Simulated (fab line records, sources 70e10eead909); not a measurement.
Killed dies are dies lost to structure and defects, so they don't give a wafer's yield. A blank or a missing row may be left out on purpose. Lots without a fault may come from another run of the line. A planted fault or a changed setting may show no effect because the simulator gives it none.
fab line records | flow nand_harc
record lots=12 wafers=36 last_day=24
route steps=1159 shown A_CONTACT@958 A_BLC@974 END@1159
lots that met no fault: from a run of the same line without faults
start_h: hours from the record's first day to the start of the lot's first wafer shown | wait_h: hours since the lot's step before | " the same as in the row above | L1.1+2: a row that stands for several wafers | - no value, or no start given | * or withheld: withheld | < > ~ a bound
route shown NAME@n: a module of which the file shows steps, and the number in the route of the first | usual: mean/standard deviation of fault-free wafers | same: alike in all rows | chamber/n: place in a boat | sites: the reading at each site | _std_site: their standard deviation | _edge_site: outer sites' mean less inner sites' | radius_mm: how far each site lies from the wafer's centre | mask NAME#n: copy n | behind: the tool/chamber that last shaped the wafer | hold: why the lot was held/for how many hours/how that ended | device: the transistor (n, p or np) that didn't switch | end of line: the same wafers' tests at the end of the route | a step without rows: its recipe alone | killed: dies lost to structure and defects at the first sort, not the wafer's yield | map: a wafer's dies, x killed, . not, _ none there
set.NAME: the setting as run; set.NAME@STEP: as run at that earlier step | model.NAME: the simulator's own value behind a step, which no gauge read
steps of the route over a sample of lots; a table a step, a row a wafer
services: from which hour (start_h, from the record's first day; less than 0 if before it) a tool's chamber was out of use, for how many hours, and why
## steps
# step NHARC_A_CONTACT_ALD_18
# recipe target_thk_a=30 pulse_time_s=1 ald_cycles=150 temp_c=450 material=TiN
# usual heater_power_w=1115/100 precursor_pulse_height_rel=1.000/0.02
# columns lot.wafer tool chamber start_h wait_h heater_power_w precursor_pulse_height_rel
L771.4 ald_metal-03 0 386.02 - 1164 0.991
L771.6 " 0 " " 1182 1.011
L771.5 " 1 " " 1156 0.992
L772.2 ald_metal-02 0 386.87 - 1104 1.025
L772.1 " 1 " " 1012 1.037
L772.5 " 1 " " 1002 0.987
L770.2 ald_metal-01 2 396.89 - 1069 1.010
L770.1 " 0 " " 1034 0.992
L770.6 " 2 " " 1069 0.982
L775.3 ald_metal-03 2 414.09 - 1312 0.986
L775.4 " 0 " " 1205 1.005
L775.1 " 1 " " 1131 0.975
L776.3 ald_metal-03 2 417.49 - 1296 0.976
L776.6 " 2 " " 1327 0.987
L776.5 " 3 " " 1126 1.011
L773.1 ald_metal-01 0 425.42 - 1022 1.010
L773.6 " 0 " " 1038 0.997
L773.5 " 1 " " 1023 1.008
L774.2 ald_metal-01 3 431.30 - 1244 0.998
L774.4 " 1 " " 975 0.986
L774.3 " 2 " " 1068 0.992
L777.4 ald_metal-02 1 433.70 - 1024 0.977
L777.2 " 2 " " 904 1.003
L777.5 " 2 " " 933 1.020
L778.2 ald_metal-02 0 446.78 - 1090 0.963
L778.1 " 1 " " 1035 0.998
L778.3 " 3 " " 1159 0.994
L783.1 ald_metal-03 3 483.80 - 1116 0.963
L783.2 " 0 " " 1174 0.987
L783.4 " 0 " " 1193 0.995
L791.3 ald_metal-02 2 512.21 - 902 1.041
L791.5 " 3 " " 1168 0.983
L791.6 " 0 " " 1084 1.023
L792.2 ald_metal-03 1 521.03 - 1214 0.989
L792.4 " 2 " " 1286 0.983
L792.1 " 3 " " 1157 1.021
# step NHARC_A_CONTACT_INSPECT_23
# usual raw_defect_count=464/180
# columns lot.wafer tool chamber start_h wait_h raw_defect_count
L771.4 defect_inspect-01 - 395.71 0.1 367
L771.5 " - " " 379
L771.6 " - " " 362
L772.1 defect_inspect-01 - 396.47 0.1 342
L772.2 " - " " 347
L772.5 " - " " 508
L770.1 defect_inspect-01 - 406.35 0.1 255
L770.2 " - " " 387
L770.6 " - " " 260
L775.1 defect_inspect-02 - 415.59 0.1 579
L775.3 " - " " 720
L775.4 " - " " 595
L776.3 defect_inspect-02 - 421.23 0.1 637
L776.5 " - " " 857
L776.6 " - " " 541
L773.1 defect_inspect-01 - 426.97 0.1 445
L773.5 " - " " 570
L773.6 " - " " 576
L774.2 defect_inspect-01 - 435.97 0.1 576
L774.3 " - " " 422
L774.4 " - " " 445
L777.2 defect_inspect-02 - 438.25 0.1 697
L777.4 " - " " 479
L777.5 " - " " 367
L778.1 defect_inspect-01 - 448.62 0.1 470
L778.2 " - " " 449
L778.3 " - " " 367
L783.1 defect_inspect-01 - 491.80 0.1 404
L783.2 " - " " 340
L783.4 " - " " 329
L791.3 defect_inspect-02 - 513.91 0.1 440
L791.5 " - " " 516
L791.6 " - " " 652
L792.1 defect_inspect-01 - 526.55 0.1 253
L792.2 " - " " 348
L792.4 " - " " 275
# step NHARC_A_BLC_CD_MEAS_10
# recipe target_cd_nm=100 landing_energy_ev=500
# usual cd_nm=99.8/0.64
# columns lot.wafer tool chamber start_h wait_h cd_nm
L771.4 cd_sem-02 0 396.11 - 99.9
L771.5 " 0 " " 98.6
L771.6 " 0 " " 100.1
L772.1 cd_sem-01 0 396.99 - 99.3
L772.2 " 0 " " 101.1
L772.5 " 0 " " 99.5
L770.1 cd_sem-01 0 406.86 - 100.0
L770.2 " 0 " " 101.4
L770.6 " 0 " " 100.0
L775.1 cd_sem-03 0 416.10 - 99.7
L775.3 " 0 " " 99.9
L775.4 " 0 " " 99.3
L776.3 cd_sem-02 0 421.74 - 99.5
L776.5 " 0 " " 98.6
L776.6 " 0 " " 98.7
L773.1 cd_sem-02 0 427.48 - 99.7
L773.5 " 0 " " 100.5
L773.6 " 0 " " 100.7
L774.2 cd_sem-01 0 436.48 - 99.2
L774.3 " 0 " " 99.5
L774.4 " 0 " " 100.0
L777.2 cd_sem-01 0 438.76 - 100.0
L777.4 " 0 " " 100.8
L777.5 " 0 " " 99.6
L778.1 cd_sem-02 0 449.13 - 99.0
L778.2 " 0 " " 99.7
L778.3 " 0 " " 98.9
L783.1 cd_sem-02 0 492.31 - 99.8
L783.2 " 0 " " 100.0
L783.4 " 0 " " 99.9
L791.3 cd_sem-03 0 514.42 - 100.2
L791.5 " 0 " " 99.7
L791.6 " 0 " " 99.3
L792.1 cd_sem-01 0 526.94 - 100.6
L792.2 " 0 " " 100.5
L792.4 " 0 " " 99.6
# step NHARC_A_BLC_CVD_24
# recipe target_thk_a=1500 temp_c=300 pressure_torr=40 wf6_flow_sccm=40 h2_flow_sccm=1600 ar_flow_sccm=1560 time_s=434 material=W
# usual heater_power_w=443/37 throttle_valve_pct=7.8/0.36
# columns lot.wafer tool chamber start_h wait_h heater_power_w throttle_valve_pct
L771.4 cvd_w-02 0 405.95 - 403 8.2
L771.5 " 0 " " 409 8.0
L771.6 " 1 " " 496 7.2
L772.2 cvd_w-02 0 406.24 - 412 8.1
L772.1 " 1 " " 500 7.5
L772.5 " 0 " " 399 7.9
L770.2 cvd_w-02 1 410.02 - 504 7.1
L770.1 " 0 " " 417 8.0
L770.6 " 1 " " 498 7.2
L775.1 cvd_w-02 1 420.75 - 481 7.3
L775.3 " 0 " " 411 8.0
L775.4 " 1 " " 497 7.5
L776.3 cvd_w-01 0 424.82 - 459 7.9
L776.5 " 1 " " 426 8.2
L776.6 " 0 " " 459 7.8
L773.1 cvd_w-02 0 434.27 - 402 8.1
L773.5 " 1 " " 497 7.1
L773.6 " 0 " " 405 8.0
L774.2 cvd_w-01 1 438.69 - 418 8.0
L774.3 " 1 " " 413 8.4
L774.4 " 0 " " 456 7.9
L777.2 cvd_w-02 1 440.99 - 511 7.2
L777.4 " 0 " " 406 8.3
L777.5 " 1 " " 490 7.3
L778.1 cvd_w-02 0 455.95 - 404 7.8
L778.2 " 1 " " 499 7.4
L778.3 " 0 " " 402 7.9
L783.1 cvd_w-01 1 506.12 - 405 8.0
L783.2 " 0 " " 430 7.9
L783.4 " 1 " " 417 8.1
L791.3 cvd_w-01 0 516.82 - 442 8.0
L791.5 " 0 " " 445 7.8
L791.6 " 1 " " 416 8.0
L792.1 cvd_w-01 0 533.13 - 445 8.0
L792.2 " 1 " " 417 8.1
L792.4 " 1 " " 414 7.9
# step NHARC_A_BLC_CMP_25
# recipe t_overpolish_s=30 target_thk_nm=150
# usual motor_current_A=12.0/0.95 overpolish_run_s=30.000/0.0096 time_to_endpoint_s=30.3/2.6
# columns lot.wafer tool chamber start_h wait_h motor_current_A overpolish_run_s time_to_endpoint_s
L771.4 cmp-02 3 406.38 0.4 13.3 30.006 32.0
L771.6 " 2 " " 11.5 29.995 29.8
L771.5 " 3 " " 12.7 29.987 33.1
L772.1 cmp-03 2 406.76 0.4 11.3 30.002 32.0
L772.2 " 3 " " 11.7 29.991 31.3
L772.5 " 3 " " 11.7 30.001 32.3
L770.2 cmp-01 0 410.60 0.5 11.4 29.998 27.6
L770.1 " 1 " " 13.8 30.011 22.8
L770.6 " 0 " " 12.4 29.989 27.3
L775.3 cmp-03 1 421.22 0.3 12.8 30.010 30.4
L775.4 " 2 " " 11.7 29.996 29.6
L775.1 " 3 " " 12.0 30.002 30.5
L776.3 cmp-03 2 425.20 0.3 11.5 30.012 32.7
L776.5 " 3 " " 11.6 29.992 30.8
L776.6 " 0 " " 12.3 29.995 32.3
L773.1 cmp-01 1 434.81 0.5 13.0 30.001 29.5
L773.5 " 2 " " 11.2 30.005 30.8
L773.6 " 3 " " 11.9 29.998 28.0
L774.4 cmp-03 0 439.22 0.2 12.5 30.022 28.7
L774.3 " 2 " " 11.9 30.010 28.5
L774.2 " 3 " " 12.2 30.005 28.5
L777.4 cmp-01 3 441.52 0.2 11.8 30.000 29.4
L777.2 " 1 " " 14.0 29.996 30.5
L777.5 " 3 " " 12.2 30.010 33.0
L778.2 cmp-02 3 456.51 0.4 12.6 29.985 35.5
L778.1 " 0 " " 10.2 30.000 14.5
L778.3 " 1 " " 13.3 29.984 17.4
L783.4 cmp-01 2 506.66 0.3 10.7 29.997 32.5
L783.1 " 0 " " 11.8 30.005 33.2
L783.2 " 1 " " 13.7 29.991 30.1
L791.3 cmp-02 3 517.27 0.4 12.8 30.009 33.6
L791.6 " 0 " " 9.8 29.997 28.4
L791.5 " 1 " " 13.0 30.014 33.5
L792.4 cmp-02 0 533.68 0.3 10.0 30.005 31.4
L792.1 " 1 " " 13.5 30.017 30.6
L792.2 " 2 " " 12.3 29.993 31.5
# step NHARC_END_SORT_01
# recipe temp_c=25
# usual killed_at_array=28/11 killed_at_other=0.5/0.85 killed_at_periphery=2.7/1.9 killed_dies=32/12 killed_open=3.3/1.6 killed_short=2.1/1.5
# same gross_dies=677
# columns lot.wafer tool chamber start_h wait_h killed_at_array killed_at_other killed_at_periphery killed_dies killed_open killed_short
L771.4 prober-01 0 467.30 3.4 19 0 4 23 3 2
L771.5 prober-01 0 468.11 3.7 19 1 2 22 4 3
L771.6 prober-01 0 468.91 4.0 23 0 3 26 1 3
L776.3 prober-02 0 474.53 3.1 24 0 0 24 1 0
L776.5 prober-02 0 476.12 3.7 25 0 4 29 4 2
L776.6 prober-02 0 476.91 4.0 30 0 2 32 4 2
L777.2 prober-02 0 483.17 2.8 21 1 1 23 6 0
L777.4 prober-02 0 484.76 3.4 27 1 0 28 3 3
L777.5 prober-02 0 485.56 3.7 28 0 4 32 2 1
L778.1 prober-01 0 498.43 2.5 35 1 1 37 0 3
L778.2 prober-01 0 499.24 2.8 35 0 3 38 4 2
L778.3 prober-01 0 500.04 3.1 26 2 0 28 2 0
L783.1 prober-01 0 548.41 2.5 51 0 4 55 6 2
L783.2 prober-01 0 549.21 2.8 42 0 2 44 4 1
L783.4 prober-01 0 550.81 3.4 32 1 2 35 2 4
L791.5 prober-01 0 574.97 3.6 32 0 7 39 5 3
# killed by level:class
L771.4 A_SLIT:chamber_film_flake=12 A_M0:geometric_particle:open=2 P_STI:chamber_film_flake=2 P_CONTACT:geometric_particle:open=1 A_CHANNEL_FILL_D1:geometric_particle:short=1 A_WL_FILL:geometric_particle:short=1 P_M0:chamber_film_flake=1 A_CHANNEL_HOLE_D1:chamber_film_flake=1
L771.5 A_SLIT:chamber_film_flake=7 A_CHANNEL_HOLE_D1:chamber_film_flake=3 A_SGD_CUT:geometric_particle:open=2 A_CONTACT:chamber_film_flake=2 P_CONTACT:geometric_particle:open=1 A_CHANNEL_FILL_D1:geometric_particle:open=1 A_CHANNEL_FILL_D1:geometric_particle:short=1 A_WL_FILL:geometric_particle:short=1
L771.6 A_SLIT:chamber_film_flake=10 A_STAIRCASE:chamber_film_flake=3 A_CONTACT:chamber_film_flake=3 P_CONTACT:geometric_particle:short=2 A_CHANNEL_HOLE_D1:chamber_film_flake=2 A_WL_FILL:chamber_film_flake=2 A_CHANNEL_FILL_D1:geometric_particle:short=1 A_WL_FILL:geometric_particle:open=1
L776.3 A_CHANNEL_HOLE_D1:chamber_film_flake=11 A_SLIT:chamber_film_flake=8 A_STAIRCASE:chamber_film_flake=2 A_CONTACT:chamber_film_flake=2 A_WL_FILL:geometric_particle:open=1
L776.5 A_CHANNEL_HOLE_D1:chamber_film_flake=6 A_SLIT:chamber_film_flake=6 A_CONTACT:chamber_film_flake=4 A_STAIRCASE:chamber_film_flake=2 A_WL_FILL:chamber_film_flake=2 P_M0:geometric_particle:open=1 A_CHANNEL_FILL_D1:geometric_particle:short=1 A_CHANNEL_FILL_D1:geometric_particle:open=1
L776.6 A_CHANNEL_HOLE_D1:chamber_film_flake=15 A_SLIT:chamber_film_flake=6 A_CONTACT:geometric_particle:open=3 A_CONTACT:chamber_film_flake=3 P_CONTACT:geometric_particle:open=1 A_ONON_D1:geometric_particle:short=1 A_CHANNEL_FILL_D1:geometric_particle:short=1 P_STI:chamber_film_flake=1
L777.2 A_CHANNEL_HOLE_D1:chamber_film_flake=10 A_STAIRCASE:chamber_film_flake=4 P_GATE:geometric_particle:open=1 A_SOURCE_PLATE:geometric_particle:open=1 A_CHANNEL_FILL_D1:geometric_particle:open=1 A_SGD_CUT:geometric_particle:open=1 A_CONTACT:geometric_particle:open=1 A_M0:geometric_particle:open=1
L777.4 A_CHANNEL_HOLE_D1:chamber_film_flake=18 A_CHANNEL_FILL_D1:geometric_particle:short=2 A_STAIRCASE:chamber_film_flake=2 A_SOURCE_PLATE:geometric_particle:short=1 A_CHANNEL_FILL_D1:geometric_particle:open=1 A_BLC:geometric_particle:open=1 A_M0:geometric_particle:open=1 A_CONTACT:chamber_film_flake=1
L777.5 A_CHANNEL_HOLE_D1:chamber_film_flake=20 A_STAIRCASE:chamber_film_flake=3 A_CONTACT:chamber_film_flake=3 P_CONTACT:geometric_particle:open=2 P_STI:chamber_film_flake=2 A_SOURCE_PLATE:geometric_particle:short=1 A_ZERO_WELL:chamber_film_flake=1
L778.1 A_CHANNEL_HOLE_D1:chamber_film_flake=12 A_SLIT:chamber_film_flake=11 A_STAIRCASE:chamber_film_flake=3 A_WL_FILL:geometric_particle:short=2 A_ZERO_WELL:chamber_film_flake=2 A_CONTACT:chamber_film_flake=2 A_BONDPAD:chamber_film_flake=2 A_M0:geometric_particle:short=1
L778.2 A_CHANNEL_HOLE_D1:chamber_film_flake=15 A_SLIT:chamber_film_flake=12 A_STAIRCASE:chamber_film_flake=2 P_GATE:geometric_particle:open=1 P_M0:geometric_particle:open=1 P_M1:geometric_particle:short=1 A_ONON_D1:geometric_particle:open=1 A_CONTACT:geometric_particle:short=1
L778.3 A_SLIT:chamber_film_flake=13 A_CHANNEL_HOLE_D1:chamber_film_flake=7 A_STAIRCASE:chamber_film_flake=2 THIN_TSV:chamber_film_flake=2 A_WL_FILL:geometric_particle:open=1 A_CONTACT:geometric_particle:open=1 A_CHANNEL_FILL_D1:chamber_film_flake=1 A_BONDPAD:chamber_film_flake=1
L783.1 A_SLIT:chamber_film_flake=24 A_CHANNEL_HOLE_D1:chamber_film_flake=16 A_WL_FILL:geometric_particle:open=3 A_STAIRCASE:chamber_film_flake=3 P_CONTACT:geometric_particle:short=1 P_M0:geometric_particle:open=1 A_ONON_D1:geometric_particle:short=1 A_CONTACT:geometric_particle:open=1
L783.2 A_SLIT:chamber_film_flake=20 A_CHANNEL_HOLE_D1:chamber_film_flake=10 A_STAIRCASE:chamber_film_flake=4 A_CONTACT:geometric_particle:open=2 A_CHANNEL_FILL_D1:chamber_film_flake=2 A_CONTACT:chamber_film_flake=2 P_M0:geometric_particle:open=1 A_WL_FILL:geometric_particle:open=1
L783.4 A_SLIT:chamber_film_flake=14 A_CHANNEL_HOLE_D1:chamber_film_flake=8 A_STAIRCASE:chamber_film_flake=4 P_STI:geometric_particle:short=1 A_WL_FILL:geometric_particle:open=1 A_CONTACT:geometric_particle:open=1 A_CONTACT:geometric_particle:short=1 A_M0:geometric_particle:short=1
L791.5 A_SLIT:chamber_film_flake=13 A_CHANNEL_HOLE_D1:chamber_film_flake=6 A_STAIRCASE:chamber_film_flake=4 P_BONDPAD:chamber_film_flake=3 A_CONTACT:chamber_film_flake=3 A_CONTACT:geometric_particle:open=2 P_CONTACT:geometric_particle:open=1 P_M0:geometric_particle:open=1
## services
# columns tool chamber start_h hours kind
ald_metal-02 - 364.00 10.0 pm
ald_metal-03 1 365.84 2.8 repair
cmp-01 - 368.70 0.5 repair
cmp-01 - 375.83 4.0 pm
cvd_w-02 - 378.93 13.0 pm
cmp-03 - 381.16 4.0 pm
cmp-03 - 391.96 2.9 repair
cmp-01 - 395.10 2.0 repair
cmp-02 - 395.13 0.6 repair
cmp-02 - 412.38 2.1 repair
cmp-02 - 424.11 4.0 pm
cmp-02 - 430.19 5.5 repair
cmp-02 - 446.19 0.7 repair
cmp-03 - 449.40 11.6 repair
cmp-01 - 449.78 2.5 repair
ald_metal-03 2 460.06 26.1 repair
cmp-01 - 473.83 4.0 pm
cmp-03 - 479.16 4.0 pm
cvd_w-01 - 480.94 13.0 pm
ald_metal-03 - 500.00 10.0 pm
cmp-02 - 501.12 0.5 repair
ald_metal-02 - 504.04 0.3 repair
cmp-02 - 506.90 3.2 repair
cmp-01 - 510.46 4.5 repair
## key
first_sign step=NHARC_A_BLC_CMP_25 reading=time_to_endpoint_s direction=down sigmas=5.6 usual=* struck=*
effect none on later readings
met_at NHARC_A_BLC_CVD_24
struck_lots L778
struck_wafers L778.1,L778.3
tester_left_out L778
not_acting_at NHARC_A_CONTACT_ALD_18,NHARC_A_CONTACT_INSPECT_23,NHARC_A_BLC_CD_MEAS_10
onset_between 440.99 455.95
fault kind=process_parameter_drift tool=cvd_w-02 chamber=0 onset_h=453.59 steps=NHARC_A_BLC_CVD_24 channel=target_thk_a offset=* shape=step end_h=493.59 acts_in=* stated=*
# tester_left_out: of these lots the tester's yield and bins aren't shown, on N5 and GAA mostly nor the transistor test; their killed dies are dies lost to structure and defects alone, not to doping, threshold or leakage, so they don't give the yield
